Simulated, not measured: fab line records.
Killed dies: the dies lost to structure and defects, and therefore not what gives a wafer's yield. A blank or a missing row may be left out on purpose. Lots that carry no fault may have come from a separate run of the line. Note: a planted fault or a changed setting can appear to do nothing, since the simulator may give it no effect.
fab line records / flow nand-harc / part 2 of 2: steps 21 to 26 of 26
record lots=5 wafers=15 last-day=33
route steps=1302 shown A_ONON_D2@569 A_CHANNEL_HOLE_D2@570
lots untouched by any fault: they come from a run of this same line in which no faults occurred
start-h: start of the lot's first displayed wafer, in hours after the record's first day / wait-h: time in hours since the lot's previous step / " as in the row above / L1.1+2: several wafers, shown together as one row / - either no value or no given start / * or withheld: withheld / < > ~ a bound
route shown NAME@n: a module of which the file shows steps, and the number in the route of the first / usual: average and standard deviation across the fault-free wafers / same: alike in all rows / chamber/n: place in a boat / sites: each site's reading / _std_site: their standard deviation / _edge_site: outer sites' mean less inner sites' / radius-mm: how far each site lies from the wafer's centre / mask NAME#n: copy n / behind: the last tool/chamber to shape the wafer / hold: why the lot was held/for how many hours/how that ended / device: names the non-switching transistor (n, p or np) / end of line: the same wafers' tests at the end of the route / a step without rows: its recipe alone / killed: dies that structure and defects cost at the first sort, which is not the same as the wafer's yield / map: a wafer's dies, x killed, . not, _ none there
set.NAME: setting as actually run; set.NAME@STEP: the setting as run at that earlier step / model.NAME: the simulator's own value behind a step, which no gauge read
lots seen at some steps along the route; tables by step, rows by wafer
services: the hour from which a tool's chamber was out of use, counted from the record's first day as start-h (under 0 if before that day), plus the number of hours and why
## steps
# step NHARC_A_CHANNEL_HOLE_D2_ETCH_16
# recipe target-depth-a=31000 over-etch-frac=0.3 time-s=806 ion-energy-ev=150 o2-flow-sccm=400 cos-flow-sccm=20 ar-flow-sccm=0 rf-w=500 bias-w=300 chemistry=O2/COS
# usual drypump-motor-current-A=5.8/0.45 oes-product-au=0.996/0.018 rf-fwd-power-W=499.5/1.5 rf-vpp-V=314.6/1.7 showerhead-plenum-p-Torr=3.15/0.11 throttle-valve-pct=28.330/0.01
lot.wafer=L084.3 tool=rie-diel-03 chamber=3 start-h=- wait-h=- drypump-motor-current-A=6.7 oes-product-au=1.001 rf-fwd-power-W=498.2 rf-hours-counter-h=4.6 rf-vpp-V=316.0 showerhead-plenum-p-Torr=3.26 throttle-valve-pct=28.350
lot.wafer=L084.6 tool=rie-diel-03 chamber=1 start-h=- wait-h=- drypump-motor-current-A=5.0 oes-product-au=0.997 rf-fwd-power-W=500.7 rf-hours-counter-h=- rf-vpp-V=317.1 showerhead-plenum-p-Torr=3.35 throttle-valve-pct=28.353
lot.wafer=L084.5 tool=rie-diel-03 chamber=2 start-h=- wait-h=- drypump-motor-current-A=6.3 oes-product-au=0.992 rf-fwd-power-W=499.0 rf-hours-counter-h=- rf-vpp-V=312.8 showerhead-plenum-p-Torr=3.04 throttle-valve-pct=28.315
lot.wafer=L085.4 tool=rie-diel-10 chamber=3 start-h=- wait-h=- drypump-motor-current-A=6.2 oes-product-au=1.042 rf-fwd-power-W=497.5 rf-hours-counter-h=5.2 rf-vpp-V=315.6 showerhead-plenum-p-Torr=3.18 throttle-valve-pct=28.325
lot.wafer=L085.3 tool=rie-diel-10 chamber=0 start-h=- wait-h=- drypump-motor-current-A=5.9 oes-product-au=1.013 rf-fwd-power-W=501.6 rf-hours-counter-h=7.7 rf-vpp-V=317.0 showerhead-plenum-p-Torr=3.33 throttle-valve-pct=28.334
lot.wafer=L085.5 tool=rie-diel-10 chamber=2 start-h=- wait-h=- drypump-motor-current-A=5.8 oes-product-au=0.986 rf-fwd-power-W=498.7 rf-hours-counter-h=- rf-vpp-V=312.8 showerhead-plenum-p-Torr=3.05 throttle-valve-pct=28.346
lot.wafer=L089.3 tool=rie-diel-03 chamber=2 start-h=- wait-h=- drypump-motor-current-A=6.3 oes-product-au=0.993 rf-fwd-power-W=500.6 rf-hours-counter-h=8.7 rf-vpp-V=312.3 showerhead-plenum-p-Torr=3.04 throttle-valve-pct=28.320
lot.wafer=L089.2 tool=rie-diel-03 chamber=3 start-h=- wait-h=- drypump-motor-current-A=6.7 oes-product-au=1.001 rf-fwd-power-W=502.4 rf-hours-counter-h=7.0 rf-vpp-V=317.9 showerhead-plenum-p-Torr=3.26 throttle-valve-pct=28.325
lot.wafer=L089.5 tool=rie-diel-03 chamber=2 start-h=- wait-h=- drypump-motor-current-A=6.3 oes-product-au=0.985 rf-fwd-power-W=500.1 rf-hours-counter-h=- rf-vpp-V=313.1 showerhead-plenum-p-Torr=3.04 throttle-valve-pct=28.315
lot.wafer=L095.4 tool=rie-diel-10 chamber=2 start-h=- wait-h=- drypump-motor-current-A=5.7 oes-product-au=0.994 rf-fwd-power-W=500.1 rf-hours-counter-h=3.4 rf-vpp-V=313.0 showerhead-plenum-p-Torr=3.04 throttle-valve-pct=28.330
lot.wafer=L095.5 tool=rie-diel-10 chamber=1 start-h=- wait-h=- drypump-motor-current-A=5.9 oes-product-au=1.001 rf-fwd-power-W=498.7 rf-hours-counter-h=- rf-vpp-V=313.6 showerhead-plenum-p-Torr=3.02 throttle-valve-pct=28.335
lot.wafer=L095.6 tool=rie-diel-10 chamber=2 start-h=- wait-h=- drypump-motor-current-A=5.7 oes-product-au=0.996 rf-fwd-power-W=500.1 rf-hours-counter-h=- rf-vpp-V=313.6 showerhead-plenum-p-Torr=3.04 throttle-valve-pct=28.345
lot.wafer=L097.3 tool=rie-diel-08 chamber=2 start-h=- wait-h=- drypump-motor-current-A=5.6 oes-product-au=0.976 rf-fwd-power-W=502.2 rf-hours-counter-h=8.5 rf-vpp-V=312.8 showerhead-plenum-p-Torr=3.11 throttle-valve-pct=28.309
lot.wafer=L097.2 tool=rie-diel-08 chamber=1 start-h=- wait-h=- drypump-motor-current-A=5.7 oes-product-au=0.989 rf-fwd-power-W=501.9 rf-hours-counter-h=9.1 rf-vpp-V=315.1 showerhead-plenum-p-Torr=3.10 throttle-valve-pct=28.347
lot.wafer=L097.6 tool=rie-diel-08 chamber=3 start-h=- wait-h=- drypump-motor-current-A=5.9 oes-product-au=0.960 rf-fwd-power-W=499.6 rf-hours-counter-h=- rf-vpp-V=313.9 showerhead-plenum-p-Torr=3.13 throttle-valve-pct=28.318
# step NHARC_A_CHANNEL_HOLE_D2_CD_MEAS_18
# usual cd-nm=98.5/2.8
lot.wafer=L084.3 tool=cd-sem-02 chamber=- start-h=388.65 wait-h=- cd-nm=96.0
lot.wafer=L084.5 tool=cd-sem-02 chamber=- start-h=388.65 wait-h=- cd-nm=100.1
lot.wafer=L084.6 tool=cd-sem-02 chamber=- start-h=388.65 wait-h=- cd-nm=92.0
lot.wafer=L085.3 tool=cd-sem-01 chamber=- start-h=395.31 wait-h=- cd-nm=97.1
lot.wafer=L085.4 tool=cd-sem-01 chamber=- start-h=395.31 wait-h=- cd-nm=99.9
lot.wafer=L085.5 tool=cd-sem-01 chamber=- start-h=395.31 wait-h=- cd-nm=100.2
lot.wafer=L089.2 tool=cd-sem-01 chamber=- start-h=452.58 wait-h=- cd-nm=99.7
lot.wafer=L089.3 tool=cd-sem-01 chamber=- start-h=452.58 wait-h=- cd-nm=98.4
lot.wafer=L089.5 tool=cd-sem-01 chamber=- start-h=452.58 wait-h=- cd-nm=99.6
lot.wafer=L095.4 tool=cd-sem-03 chamber=- start-h=504.46 wait-h=- cd-nm=94.5
lot.wafer=L095.5 tool=cd-sem-03 chamber=- start-h=504.46 wait-h=- cd-nm=92.9
lot.wafer=L095.6 tool=cd-sem-03 chamber=- start-h=504.46 wait-h=- cd-nm=92.4
lot.wafer=L097.2 tool=cd-sem-01 chamber=- start-h=514.74 wait-h=- cd-nm=99.4
lot.wafer=L097.3 tool=cd-sem-01 chamber=- start-h=514.74 wait-h=- cd-nm=99.7
lot.wafer=L097.6 tool=cd-sem-01 chamber=- start-h=514.74 wait-h=- cd-nm=100.2
# step NHARC_A_CHANNEL_HOLE_D2_ETCH_19
# recipe bias-v=1200 source-w=2500 pressure-mtorr=15 time-s=34.5 ar-flow-sccm=375 c4f8-flow-sccm=28.8 o2-flow-sccm=96.2 temp-c=-20 target-depth-a=* chemistry=C4F8/O2/Ar
# usual drypump-motor-current-A=5.64/0.27 rf-fwd-power-W=2452/12 showerhead-plenum-p-Torr=3.69/0.21 throttle-valve-pct=37.037/0.0088
lot.wafer=L084.3 tool=har-etch-01 chamber=0 start-h=396.69 wait-h=8.0 drypump-motor-current-A=5.70 rf-fwd-power-W=2431 rf-hours-counter-h=- showerhead-plenum-p-Torr=3.71 throttle-valve-pct=37.040
lot.wafer=L084.6 tool=har-etch-01 chamber=0 start-h=396.69 wait-h=8.0 drypump-motor-current-A=5.69 rf-fwd-power-W=2440 rf-hours-counter-h=- showerhead-plenum-p-Torr=3.71 throttle-valve-pct=37.029
lot.wafer=L084.5 tool=har-etch-01 chamber=1 start-h=396.69 wait-h=8.0 drypump-motor-current-A=5.19 rf-fwd-power-W=2449 rf-hours-counter-h=- showerhead-plenum-p-Torr=3.45 throttle-valve-pct=37.029
lot.wafer=L085.4 tool=har-etch-01 chamber=1 start-h=400.85 wait-h=5.5 drypump-motor-current-A=5.18 rf-fwd-power-W=2462 rf-hours-counter-h=- showerhead-plenum-p-Torr=3.45 throttle-valve-pct=37.038
lot.wafer=L085.3 tool=har-etch-01 chamber=0 start-h=400.85 wait-h=5.5 drypump-motor-current-A=5.72 rf-fwd-power-W=2431 rf-hours-counter-h=- showerhead-plenum-p-Torr=3.71 throttle-valve-pct=37.025
lot.wafer=L085.5 tool=har-etch-01 chamber=1 start-h=400.85 wait-h=5.5 drypump-motor-current-A=5.18 rf-fwd-power-W=2468 rf-hours-counter-h=- showerhead-plenum-p-Torr=3.45 throttle-valve-pct=37.027
lot.wafer=L089.2 tool=har-etch-02 chamber=0 start-h=454.93 wait-h=2.4 drypump-motor-current-A=5.83 rf-fwd-power-W=2465 rf-hours-counter-h=35 showerhead-plenum-p-Torr=3.96 throttle-valve-pct=37.053
lot.wafer=L089.3 tool=har-etch-02 chamber=0 start-h=454.93 wait-h=2.4 drypump-motor-current-A=5.85 rf-fwd-power-W=2480 rf-hours-counter-h=- showerhead-plenum-p-Torr=3.97 throttle-valve-pct=37.030
lot.wafer=L089.5 tool=har-etch-02 chamber=0 start-h=454.93 wait-h=2.4 drypump-motor-current-A=5.85 rf-fwd-power-W=2473 rf-hours-counter-h=- showerhead-plenum-p-Torr=3.96 throttle-valve-pct=37.042
lot.wafer=L095.4 tool=har-etch-02 chamber=0 start-h=508.63 wait-h=4.2 drypump-motor-current-A=5.84 rf-fwd-power-W=2467 rf-hours-counter-h=- showerhead-plenum-p-Torr=3.95 throttle-valve-pct=37.029
lot.wafer=L095.6 tool=har-etch-02 chamber=1 start-h=508.63 wait-h=4.2 drypump-motor-current-A=5.85 rf-fwd-power-W=2447 rf-hours-counter-h=- showerhead-plenum-p-Torr=3.95 throttle-valve-pct=37.021
lot.wafer=L095.5 tool=har-etch-02 chamber=0 start-h=508.63 wait-h=4.2 drypump-motor-current-A=5.85 rf-fwd-power-W=2466 rf-hours-counter-h=- showerhead-plenum-p-Torr=3.95 throttle-valve-pct=37.048
lot.wafer=L097.2 tool=har-etch-02 chamber=0 start-h=514.81 wait-h=0.1 drypump-motor-current-A=5.85 rf-fwd-power-W=2468 rf-hours-counter-h=69 showerhead-plenum-p-Torr=3.94 throttle-valve-pct=37.046
lot.wafer=L097.3 tool=har-etch-02 chamber=1 start-h=514.81 wait-h=0.1 drypump-motor-current-A=5.86 rf-fwd-power-W=2458 rf-hours-counter-h=- showerhead-plenum-p-Torr=3.94 throttle-valve-pct=37.036
lot.wafer=L097.6 tool=har-etch-02 chamber=1 start-h=514.81 wait-h=0.1 drypump-motor-current-A=5.86 rf-fwd-power-W=2458 rf-hours-counter-h=- showerhead-plenum-p-Torr=3.94 throttle-valve-pct=37.045
# step NHARC_A_CHANNEL_HOLE_D2_ETCH_20
# recipe bias-v=3000 source-w=withheld pressure-mtorr=20 time-s=361.9 ar-flow-sccm=375 c4f8-flow-sccm=89.3 o2-flow-sccm=35.7 temp-c=-20 target-depth-a=16000 chemistry=C4F8/O2/Ar
# usual drypump-motor-current-A=5.64/0.27 showerhead-plenum-p-Torr=3.65/0.2 throttle-valve-pct=32.155/0.009
lot.wafer=L084.3 tool=har-etch-01 chamber=0 start-h=396.87 wait-h=0.2 drypump-motor-current-A=5.70 rf-hours-counter-h=- showerhead-plenum-p-Torr=3.67 throttle-valve-pct=32.169
lot.wafer=L084.6 tool=har-etch-01 chamber=0 start-h=396.87 wait-h=0.2 drypump-motor-current-A=5.70 rf-hours-counter-h=- showerhead-plenum-p-Torr=3.67 throttle-valve-pct=32.141
lot.wafer=L084.5 tool=har-etch-01 chamber=1 start-h=396.87 wait-h=0.2 drypump-motor-current-A=5.18 rf-hours-counter-h=- showerhead-plenum-p-Torr=3.42 throttle-valve-pct=32.158
lot.wafer=L085.4 tool=har-etch-01 chamber=1 start-h=401.03 wait-h=0.2 drypump-motor-current-A=5.19 rf-hours-counter-h=- showerhead-plenum-p-Torr=3.42 throttle-valve-pct=32.162
lot.wafer=L085.3 tool=har-etch-01 chamber=0 start-h=401.03 wait-h=0.2 drypump-motor-current-A=5.72 rf-hours-counter-h=- showerhead-plenum-p-Torr=3.67 throttle-valve-pct=32.160
lot.wafer=L085.5 tool=har-etch-01 chamber=1 start-h=401.03 wait-h=0.2 drypump-motor-current-A=5.18 rf-hours-counter-h=- showerhead-plenum-p-Torr=3.42 throttle-valve-pct=32.155
lot.wafer=L089.2 tool=har-etch-02 chamber=0 start-h=455.05 wait-h=0.1 drypump-motor-current-A=5.85 rf-hours-counter-h=35 showerhead-plenum-p-Torr=3.91 throttle-valve-pct=32.157
lot.wafer=L089.3 tool=har-etch-02 chamber=0 start-h=455.05 wait-h=0.1 drypump-motor-current-A=5.84 rf-hours-counter-h=- showerhead-plenum-p-Torr=3.91 throttle-valve-pct=32.157
lot.wafer=L089.5 tool=har-etch-02 chamber=0 start-h=455.05 wait-h=0.1 drypump-motor-current-A=5.85 rf-hours-counter-h=- showerhead-plenum-p-Torr=3.91 throttle-valve-pct=32.152
lot.wafer=L095.4 tool=har-etch-02 chamber=0 start-h=508.84 wait-h=0.2 drypump-motor-current-A=5.84 rf-hours-counter-h=- showerhead-plenum-p-Torr=3.90 throttle-valve-pct=32.169
lot.wafer=L095.6 tool=har-etch-02 chamber=1 start-h=508.84 wait-h=0.2 drypump-motor-current-A=5.90 rf-hours-counter-h=- showerhead-plenum-p-Torr=3.90 throttle-valve-pct=32.144
lot.wafer=L095.5 tool=har-etch-02 chamber=0 start-h=508.84 wait-h=0.2 drypump-motor-current-A=5.86 rf-hours-counter-h=- showerhead-plenum-p-Torr=3.90 throttle-valve-pct=32.154
lot.wafer=L097.2 tool=har-etch-02 chamber=0 start-h=514.93 wait-h=0.1 drypump-motor-current-A=5.82 rf-hours-counter-h=69 showerhead-plenum-p-Torr=3.89 throttle-valve-pct=32.147
lot.wafer=L097.3 tool=har-etch-02 chamber=1 start-h=514.93 wait-h=0.1 drypump-motor-current-A=5.87 rf-hours-counter-h=- showerhead-plenum-p-Torr=3.89 throttle-valve-pct=32.132
lot.wafer=L097.6 tool=har-etch-02 chamber=1 start-h=514.93 wait-h=0.1 drypump-motor-current-A=5.84 rf-hours-counter-h=- showerhead-plenum-p-Torr=3.89 throttle-valve-pct=32.158
# step NHARC_A_CHANNEL_HOLE_D2_ETCH_21
# recipe bias-v=3000 source-w=withheld pressure-mtorr=20 time-s=514.3 ar-flow-sccm=375 c4f8-flow-sccm=89.3 o2-flow-sccm=35.7 temp-c=-20 target-depth-a=16000 chemistry=C4F8/O2/Ar
# usual drypump-motor-current-A=5.64/0.27 showerhead-plenum-p-Torr=3.65/0.2 throttle-valve-pct=32.155/0.0092
lot.wafer=L084.3 tool=har-etch-01 chamber=0 start-h=397.23 wait-h=0.3 drypump-motor-current-A=5.68 rf-hours-counter-h=- showerhead-plenum-p-Torr=3.67 throttle-valve-pct=32.152
lot.wafer=L084.6 tool=har-etch-01 chamber=0 start-h=397.23 wait-h=0.3 drypump-motor-current-A=5.69 rf-hours-counter-h=- showerhead-plenum-p-Torr=3.67 throttle-valve-pct=32.158
lot.wafer=L084.5 tool=har-etch-01 chamber=1 start-h=397.23 wait-h=0.3 drypump-motor-current-A=5.19 rf-hours-counter-h=- showerhead-plenum-p-Torr=3.42 throttle-valve-pct=32.145
lot.wafer=L085.4 tool=har-etch-01 chamber=1 start-h=401.39 wait-h=0.3 drypump-motor-current-A=5.18 rf-hours-counter-h=- showerhead-plenum-p-Torr=3.42 throttle-valve-pct=32.154
lot.wafer=L085.3 tool=har-etch-01 chamber=0 start-h=401.39 wait-h=0.3 drypump-motor-current-A=5.71 rf-hours-counter-h=- showerhead-plenum-p-Torr=3.67 throttle-valve-pct=32.144
lot.wafer=L085.5 tool=har-etch-01 chamber=1 start-h=401.39 wait-h=0.3 drypump-motor-current-A=5.19 rf-hours-counter-h=- showerhead-plenum-p-Torr=3.42 throttle-valve-pct=32.163
lot.wafer=L089.2 tool=har-etch-02 chamber=0 start-h=455.36 wait-h=0.3 drypump-motor-current-A=5.85 rf-hours-counter-h=35 showerhead-plenum-p-Torr=3.91 throttle-valve-pct=32.160
lot.wafer=L089.3 tool=har-etch-02 chamber=0 start-h=455.36 wait-h=0.3 drypump-motor-current-A=5.84 rf-hours-counter-h=- showerhead-plenum-p-Torr=3.91 throttle-valve-pct=32.158
lot.wafer=L089.5 tool=har-etch-02 chamber=0 start-h=455.36 wait-h=0.3 drypump-motor-current-A=5.84 rf-hours-counter-h=- showerhead-plenum-p-Torr=3.91 throttle-valve-pct=32.137
lot.wafer=L095.4 tool=har-etch-02 chamber=0 start-h=509.22 wait-h=0.3 drypump-motor-current-A=5.84 rf-hours-counter-h=- showerhead-plenum-p-Torr=3.90 throttle-valve-pct=32.153
lot.wafer=L095.6 tool=har-etch-02 chamber=1 start-h=509.22 wait-h=0.3 drypump-motor-current-A=5.89 rf-hours-counter-h=- showerhead-plenum-p-Torr=3.90 throttle-valve-pct=32.157
lot.wafer=L095.5 tool=har-etch-02 chamber=0 start-h=509.22 wait-h=0.3 drypump-motor-current-A=5.84 rf-hours-counter-h=- showerhead-plenum-p-Torr=3.90 throttle-valve-pct=32.152
lot.wafer=L097.2 tool=har-etch-02 chamber=0 start-h=515.24 wait-h=0.3 drypump-motor-current-A=5.85 rf-hours-counter-h=69 showerhead-plenum-p-Torr=3.89 throttle-valve-pct=32.163
lot.wafer=L097.3 tool=har-etch-02 chamber=1 start-h=515.24 wait-h=0.3 drypump-motor-current-A=5.86 rf-hours-counter-h=- showerhead-plenum-p-Torr=3.89 throttle-valve-pct=32.152
lot.wafer=L097.6 tool=har-etch-02 chamber=1 start-h=515.24 wait-h=0.3 drypump-motor-current-A=5.85 rf-hours-counter-h=- showerhead-plenum-p-Torr=3.89 throttle-valve-pct=32.153
# step NHARC_A_CHANNEL_HOLE_D2_ETCH_22
# recipe bias-v=3000 source-w=withheld pressure-mtorr=20 time-s=666.7 ar-flow-sccm=375 c4f8-flow-sccm=89.3 o2-flow-sccm=35.7 temp-c=-20 target-depth-a=16000 chemistry=C4F8/O2/Ar
# usual drypump-motor-current-A=5.64/0.27 showerhead-plenum-p-Torr=3.65/0.2 throttle-valve-pct=32.156/0.0091
lot.wafer=L084.3 tool=har-etch-01 chamber=0 start-h=397.71 wait-h=0.4 drypump-motor-current-A=5.70 rf-hours-counter-h=- showerhead-plenum-p-Torr=3.67 throttle-valve-pct=32.152
lot.wafer=L084.6 tool=har-etch-01 chamber=0 start-h=397.71 wait-h=0.4 drypump-motor-current-A=5.74 rf-hours-counter-h=- showerhead-plenum-p-Torr=3.67 throttle-valve-pct=32.147
lot.wafer=L084.5 tool=har-etch-01 chamber=1 start-h=397.71 wait-h=0.4 drypump-motor-current-A=5.18 rf-hours-counter-h=- showerhead-plenum-p-Torr=3.42 throttle-valve-pct=32.155
lot.wafer=L085.4 tool=har-etch-01 chamber=1 start-h=401.87 wait-h=0.4 drypump-motor-current-A=5.18 rf-hours-counter-h=- showerhead-plenum-p-Torr=3.42 throttle-valve-pct=32.166
lot.wafer=L085.3 tool=har-etch-01 chamber=0 start-h=401.87 wait-h=0.4 drypump-motor-current-A=5.71 rf-hours-counter-h=- showerhead-plenum-p-Torr=3.67 throttle-valve-pct=32.160
lot.wafer=L085.5 tool=har-etch-01 chamber=1 start-h=401.87 wait-h=0.4 drypump-motor-current-A=5.18 rf-hours-counter-h=- showerhead-plenum-p-Torr=3.42 throttle-valve-pct=32.152
lot.wafer=L089.2 tool=har-etch-02 chamber=0 start-h=455.80 wait-h=0.4 drypump-motor-current-A=5.84 rf-hours-counter-h=35 showerhead-plenum-p-Torr=3.91 throttle-valve-pct=32.146
lot.wafer=L089.3 tool=har-etch-02 chamber=0 start-h=455.80 wait-h=0.4 drypump-motor-current-A=5.85 rf-hours-counter-h=- showerhead-plenum-p-Torr=3.91 throttle-valve-pct=32.146
lot.wafer=L089.5 tool=har-etch-02 chamber=0 start-h=455.80 wait-h=0.4 drypump-motor-current-A=5.84 rf-hours-counter-h=- showerhead-plenum-p-Torr=3.91 throttle-valve-pct=32.160
lot.wafer=L095.4 tool=har-etch-02 chamber=0 start-h=509.72 wait-h=0.4 drypump-motor-current-A=5.85 rf-hours-counter-h=- showerhead-plenum-p-Torr=3.90 throttle-valve-pct=32.155
lot.wafer=L095.6 tool=har-etch-02 chamber=1 start-h=509.72 wait-h=0.4 drypump-motor-current-A=5.84 rf-hours-counter-h=- showerhead-plenum-p-Torr=3.90 throttle-valve-pct=32.158
lot.wafer=L095.5 tool=har-etch-02 chamber=0 start-h=509.72 wait-h=0.4 drypump-motor-current-A=5.85 rf-hours-counter-h=- showerhead-plenum-p-Torr=3.90 throttle-valve-pct=32.133
lot.wafer=L097.2 tool=har-etch-02 chamber=0 start-h=515.67 wait-h=0.4 drypump-motor-current-A=5.85 rf-hours-counter-h=70 showerhead-plenum-p-Torr=3.89 throttle-valve-pct=32.151
lot.wafer=L097.3 tool=har-etch-02 chamber=1 start-h=515.67 wait-h=0.4 drypump-motor-current-A=5.82 rf-hours-counter-h=- showerhead-plenum-p-Torr=3.89 throttle-valve-pct=32.161
lot.wafer=L097.6 tool=har-etch-02 chamber=1 start-h=515.67 wait-h=0.4 drypump-motor-current-A=5.83 rf-hours-counter-h=- showerhead-plenum-p-Torr=3.89 throttle-valve-pct=32.178
## services
tool=pecvd-03 chamber=2 start-h=363.99 hours=3.7 kind=repair
tool=arfi-scanner-02 chamber=- start-h=365.53 hours=6.2 kind=repair
tool=rie-diel-03 chamber=2 start-h=366.26 hours=4.7 kind=repair
tool=pecvd-03 chamber=- start-h=366.37 hours=13.0 kind=pm
tool=arfi-scanner-01 chamber=- start-h=366.52 hours=1.6 kind=repair
tool=rie-diel-03 chamber=3 start-h=367.37 hours=8.3 kind=repair
tool=rie-diel-08 chamber=- start-h=368.10 hours=9.0 kind=pm
tool=rie-diel-10 chamber=0 start-h=369.00 hours=6.5 kind=repair
tool=litho-track-04 chamber=- start-h=378.00 hours=7.0 kind=pm
tool=har-etch-02 chamber=- start-h=379.92 hours=17.0 kind=pm
tool=rie-diel-08 chamber=- start-h=391.56 hours=1.4 kind=repair
tool=pecvd-03 chamber=- start-h=397.07 hours=0.7 kind=repair
tool=pecvd-03 chamber=- start-h=408.00 hours=0.6 kind=repair
tool=rie-diel-08 chamber=0 start-h=412.51 hours=4.9 kind=repair
tool=rie-diel-10 chamber=- start-h=419.60 hours=9.0 kind=pm
tool=arfi-scanner-01 chamber=- start-h=424.00 hours=4.0 kind=pm
tool=rie-diel-08 chamber=3 start-h=427.07 hours=6.3 kind=repair
tool=arfi-scanner-01 chamber=- start-h=432.09 hours=5.6 kind=repair
tool=rie-diel-08 chamber=1 start-h=446.20 hours=4.5 kind=repair
tool=rie-diel-03 chamber=- start-h=458.97 hours=9.0 kind=pm
tool=rie-diel-03 chamber=- start-h=473.33 hours=0.1 kind=repair
tool=acl-dep-03 chamber=- start-h=478.85 hours=13.0 kind=pm
tool=rie-diel-03 chamber=1 start-h=490.30 hours=8.7 kind=repair
tool=litho-track-01 chamber=- start-h=505.00 hours=7.0 kind=pm
